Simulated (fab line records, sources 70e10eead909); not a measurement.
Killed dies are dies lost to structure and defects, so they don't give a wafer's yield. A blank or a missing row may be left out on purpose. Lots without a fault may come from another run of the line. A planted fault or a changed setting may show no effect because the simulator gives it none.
Problem report in the 8D (eight disciplines) form, filled by code | flow nand_harc | the parts of the form that need people (team, actions taken, sign-off) are left out

1. THE PROBLEM
killed_at_array at NHARC_END_SORT_01 reads a mean of 247 on 6 wafers of 2 lots; wafers without a fault read 55 with a standard deviation of 20. That is +9.6 standard deviations from the usual mean.
First seen on wafer L274.1, day 30 05:29, on prober-02. The record holds 39 wafers of 13 lots with a number at this step. Rule for "out", or "out of limits": more than 4 standard deviations from the usual mean. The other wafers with a number count as sound.

2. WHAT IT IS AND WHAT IT IS NOT
question                    | is                           | is not
which readings at this step | killed_at_array, killed_dies | killed_at_other, killed_at_periphery, killed_short
which lots                  | L274, L275                   | L262, L265, L267, L268, L269, L270, L271, L273, L282, L283, L284
which wafers of those lots  | all that have a number       | -
read on which gauges        | prober-01, prober-02         | -
when                        | from day 30 05:29            | up to then (24 sound wafers); but 9 sound wafers of L282, L283, L284 came after

3. SUSPECTS, AND WHAT RULES EACH OUT
Counting: a tool at a process step up to the reading stays a suspect if it ran every lot that is out and no sound lot after the first of them.
- the gauge at NHARC_END_SORT_01: ruled out. The wafers that are out were read on 2 gauges (prober-01, prober-02).
- acl_dep-01 at NHARC_A_CHANNEL_HOLE_D1_DEP_00 (deposits aC, target thk 3100 nm): ruled out as a lasting fault. Sound lots L284 ran on it after its first lot that is out, L274 (day 13 21:43).
Left after counting: nothing in the record.

4. THE CAUSE (what the simulator had put in)
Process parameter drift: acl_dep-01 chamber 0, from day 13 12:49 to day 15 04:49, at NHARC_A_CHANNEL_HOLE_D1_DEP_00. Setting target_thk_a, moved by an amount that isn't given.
Counting ruled it out, wrongly: the rule takes a fault to strike every lot that its tool runs from its start on, and this one did not.

5. THE CHAIN OF EFFECTS, in route order
Each row: a reading whose mean over the struck wafers that have a number lies more than 3 standard deviations from the usual. Only readings for which the record gives a usual standard deviation are gone through. hours: the time from each lot's start at the first step in this table that gives one to its start at this step, as a median over the lots. sigmas: the change in usual standard deviations.
hours | step              | reading         | usual | on struck wafers | change | sigmas
0     | NHARC_END_SORT_01 | killed_at_array | 55    | 247              | +192   | +9.6
0     | NHARC_END_SORT_01 | killed_dies     | 60    | 252              | +192   | +9.1

6. WHAT WOULD HAVE CAUGHT IT SOONER
In this record the first reading out of limits at a measuring or inspecting step was taken at day 30 05:29, 401 hours after the fault began at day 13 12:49.
Of the tool readings at NHARC_A_CHANNEL_HOLE_D1_DEP_00 for which the record gives a usual standard deviation, none was out on any struck wafer, so an alarm limit of 4 standard deviations on them would not have fired.
